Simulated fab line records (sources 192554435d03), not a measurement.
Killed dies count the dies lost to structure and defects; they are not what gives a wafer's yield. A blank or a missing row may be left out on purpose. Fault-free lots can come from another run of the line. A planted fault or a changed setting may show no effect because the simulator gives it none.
Chamber matching | flow n5Finfet | rieDiel-02 running N5_BEOL_M5_ETCH_75: 4 sister chambers
The step etches underlayer in N2/H2, target depth 6.5 nm, time 5.2 s. 4 wafers are shown with their chamber, then 12 later ones without.

== EACH WAFER AND ITS CHAMBER ==
wafer  | chamber | drypumpMotorCurrentA (A)
L089.2 | 0       | 5.7
L092.1 | 1       | 6.2
L092.4 | 2       | 5.0
L092.6 | 3       | 5.9

== WAFERS MISSING THEIR CHAMBER ==
wafer  | drypumpMotorCurrentA (A)
L095.2 | 5.9
L095.3 | 5.0
L095.5 | 4.9
L093.1 | 5.9
L093.3 | 4.9
L093.5 | 6.2
L094.1 | 5.9
L094.2 | 5.8
L094.5 | 5.9
L096.2 | 6.1
L096.4 | 5.0
L096.6 | 5.9

== WHICH CHAMBER EACH WENT THROUGH ==
wafer  | from the rows above     | in truth
L095.2 | 3                       | 3
L095.3 | 2                       | 2
L095.5 | 2                       | 2
L093.1 | 3                       | 3
L093.3 | 2                       | 2
L093.5 | 1                       | 1
L094.1 | 3                       | 3
L094.2 | can't be placed: 0 or 3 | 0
L094.5 | 3                       | 3
L096.2 | can't be placed: 1 or 3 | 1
L096.4 | 2                       | 2
L096.6 | 3                       | 3
Correctly placed: 10 of 12. From these rows, 2 cannot be placed; in 2 the true chamber is one of the candidates. Placed wrongly: 0.
How it was worked out, from the rows above alone: a wafer's distance from a chamber is the root of the sum, over the readings, of the square of ((its reading less the chamber's mean) divided by the reading's scatter). If the next closest chamber is less than 2 further off than the closest, the wafer can't be placed; otherwise it belongs to the closest. Each chamber's mean is taken over the wafers shown for it. The scatter: root of mean squared gap, hidden wafer to nearest shown wafer, with one shown wafer a chamber.
